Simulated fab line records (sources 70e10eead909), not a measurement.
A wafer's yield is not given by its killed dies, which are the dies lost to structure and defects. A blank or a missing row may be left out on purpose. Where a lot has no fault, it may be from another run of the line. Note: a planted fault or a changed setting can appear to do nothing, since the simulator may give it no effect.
Matching of chambers || flow nand harc || 4 sister chambers for NHARC_A_CHANNEL_HOLE_D1_ETCH_34 on rie diel-07
The step etches the open film in CF4/CHF3, target depth 154 nm, time 77 s. 4 wafers are shown with their chamber, then 10 later ones without.

## WAFERS WITH THEIR CHAMBER
{"wafer": "L897.4", "chamber": 1, "showerhead plenum p Torr (Torr)": 1.60}
{"wafer": "L909.5", "chamber": 3, "showerhead plenum p Torr (Torr)": 1.64}
{"wafer": "L910.1", "chamber": 2, "showerhead plenum p Torr (Torr)": 1.55}
{"wafer": "L910.3", "chamber": 0, "showerhead plenum p Torr (Torr)": 1.56}

## WAFERS WITHOUT THEIR CHAMBER
{"wafer": "L910.5", "showerhead plenum p Torr (Torr)": 1.60}
{"wafer": "L911.3", "showerhead plenum p Torr (Torr)": 1.55}
{"wafer": "L911.4", "showerhead plenum p Torr (Torr)": 1.64}
{"wafer": "L911.5", "showerhead plenum p Torr (Torr)": 1.64}
{"wafer": "L912.1", "showerhead plenum p Torr (Torr)": 1.60}
{"wafer": "L912.4", "showerhead plenum p Torr (Torr)": 1.64}
{"wafer": "L912.5", "showerhead plenum p Torr (Torr)": 1.60}
{"wafer": "L914.1", "showerhead plenum p Torr (Torr)": 1.64}
{"wafer": "L914.4", "showerhead plenum p Torr (Torr)": 1.54}
{"wafer": "L914.5", "showerhead plenum p Torr (Torr)": 1.55}

## CHAMBER TAKEN BY EACH
{"wafer": "L910.5", "from the rows above": 1, "in truth": 1}
{"wafer": "L911.3", "from the rows above": 2, "in truth": 2}
{"wafer": "L911.4", "from the rows above": 3, "in truth": 3}
{"wafer": "L911.5", "from the rows above": 3, "in truth": 3}
{"wafer": "L912.1", "from the rows above": 1, "in truth": 1}
{"wafer": "L912.4", "from the rows above": 3, "in truth": 3}
{"wafer": "L912.5", "from the rows above": 1, "in truth": 1}
{"wafer": "L914.1", "from the rows above": 3, "in truth": 3}
{"wafer": "L914.4", "from the rows above": 2, "in truth": 2}
{"wafer": "L914.5", "from the rows above": 2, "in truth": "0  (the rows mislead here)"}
9 of 10 placed correctly. Can't be placed from these rows: 0. 1 placed wrongly.
How it was worked out, from the rows above alone: a wafer's distance from a chamber is the root of the sum, over the readings, of the square of ((its reading less the chamber's mean) divided by the reading's scatter). The wafer belongs to the nearest chamber; if the next one is less than 2 further off, it can't be placed. Each chamber's mean is taken over the wafers shown for it. The scatter: with one shown wafer a chamber, the root of the mean of the squares of how far each hidden wafer lies from its nearest shown one.
